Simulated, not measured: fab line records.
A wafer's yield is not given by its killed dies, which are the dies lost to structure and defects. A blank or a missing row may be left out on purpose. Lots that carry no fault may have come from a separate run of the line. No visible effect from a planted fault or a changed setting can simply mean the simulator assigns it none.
Chamber matching ; flow n5 finfet ; pecvd-04 running N5_BEOL_M1_DEP_57: 3 sister chambers
The step deposits SiCN from 3MS/NH3, target thk 8 nm, time 14 s. 14 wafers are shown with their chamber, then 7 later ones without.

WAFERS WITH THEIR CHAMBER
wafer;chamber;showerhead plenum p Torr (Torr);throttle valve pct (%)
L075.2;1;3.662;9.1
L075.4;0;3.650;9.1
L075.6;2;3.664;9.4
L078.1;0;3.665;9.1
L078.2;2;3.654;9.4
L078.5;2;3.653;9.4
L087.1;1;3.666;8.9
L087.2;0;3.657;8.9
L087.5;0;3.652;9.0
L086.2;0;3.662;9.1
L086.3;0;3.652;9.3
L086.6;0;3.660;9.2
L092.2;0;3.657;9.3
L092.3;2;3.664;8.5

SIGNATURES (means of the wafers above)
reading;chamber 0;chamber 1;chamber 2;scatter within a chamber
showerhead plenum p Torr;3.65687;3.66400;3.65875;0.00536
throttle valve pct;9.125;9.000;9.175;0.263
Rule: a wafer's distance from a chamber is the root of the sum, over the readings, of the square of ((its reading less the chamber's mean) divided by the reading's scatter). If the next closest chamber is less than 2 further off than the closest, the wafer can't be placed; otherwise it belongs to the closest. The scatter: take each reading less its chamber's mean, square it, sum over the shown wafers, divide by the number of wafers less the number of chambers, and take the root.

WAFERS WITHOUT THEIR CHAMBER
wafer;showerhead plenum p Torr (Torr);throttle valve pct (%)
L092.6;3.653;9.1
L095.3;3.655;8.3
L095.5;3.658;8.5
L095.6;3.655;9.0
L097.2;3.659;9.1
L097.4;3.663;8.9
L097.5;3.655;8.2

WHICH CHAMBER EACH WENT THROUGH
wafer;from the rows above;in truth
L092.6;can't be placed: 0 or 2 or 1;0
L095.3;can't be placed: 1 or 0 or 2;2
L095.5;can't be placed: 1 or 0 or 2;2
L095.6;can't be placed: 0 or 2 or 1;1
L097.2;can't be placed: 2 or 0 or 1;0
L097.4;can't be placed: 1 or 2 or 0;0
L097.5;can't be placed: 1 or 0 or 2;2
Placed correctly: 0 of 7. Cannot be placed on the basis of these rows: 7; the candidates contain the true chamber in 7. Placed wrongly: 0.
